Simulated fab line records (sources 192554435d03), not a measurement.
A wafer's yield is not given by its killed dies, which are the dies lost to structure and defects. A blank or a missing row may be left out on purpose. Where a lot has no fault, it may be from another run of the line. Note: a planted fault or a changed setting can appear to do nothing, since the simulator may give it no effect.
Matching of chambers ; flow n5Finfet ; N5_MOL_CONTACT_COAG_STRIP_96 on rieDiel-06: 3 sister chambers
The step strips in N2/H2. 16 wafers are shown with their chamber, then 7 later ones without.

WAFERS WITH THEIR CHAMBER
wafer;chamber;drypumpMotorCurrentA (A);oesProductAu (a.u.);showerheadPlenumPTorr (Torr)
L078.1;2;5.4;0.70;3.24
L078.5;1;6.0;0.71;3.32
L078.6;2;5.5;0.70;3.24
L082.3;1;6.0;0.70;3.32
L082.4;2;5.5;0.69;3.23
L082.6;2;5.5;0.70;3.23
L083.2;1;6.0;0.71;3.31
L083.4;2;5.5;0.70;3.23
L083.6;2;5.4;0.70;3.23
L087.1;2;5.4;0.68;3.23
L087.4;3;6.5;0.86;3.28
L087.5;1;6.0;0.70;3.31
L090.3;1;6.0;0.69;3.31
L090.4;1;6.0;0.69;3.30
L090.6;2;5.5;0.69;3.23
L091.1;3;6.5;0.85;3.27

SIGNATURES (means of the wafers above)
reading;chamber 1;chamber 2;chamber 3;scatter within a chamber
drypumpMotorCurrentA;6.000;5.463;6.500;0.038
oesProductAu;0.7000;0.6950;0.8550;0.00809
showerheadPlenumPTorr;3.3117;3.2325;3.2750;0.0061
Rule: a wafer's distance from a chamber is the root of the sum, over the readings, of the square of ((its reading less the chamber's mean) divided by the reading's scatter). The wafer belongs to the nearest chamber; if the next one is less than 2 further off, it can't be placed. The scatter is the square root of a quotient: the sum, over the shown wafers, of each reading's squared deviation from its chamber's mean, divided by wafers minus chambers.

WAFERS WHOSE CHAMBER IS MISSING
wafer;drypumpMotorCurrentA (A);oesProductAu (a.u.);showerheadPlenumPTorr (Torr)
L091.5;6.0;0.69;3.30
L091.6;5.4;0.68;3.22
L094.2;6.5;0.84;3.27
L094.4;5.5;0.68;3.22
L094.5;6.5;0.84;3.27
L097.5;6.5;0.81;3.26
L097.6;5.4;0.67;3.21

WHICH CHAMBER EACH ONE RAN IN
wafer;from the rows above;in truth
L091.5;1;1
L091.6;2;2
L094.2;3;3
L094.4;2;2
L094.5;3;3
L097.5;3;3
L097.6;2;2
Correct placement for 7 of the 7. Not placeable from these rows: 0. 0 placed wrongly.
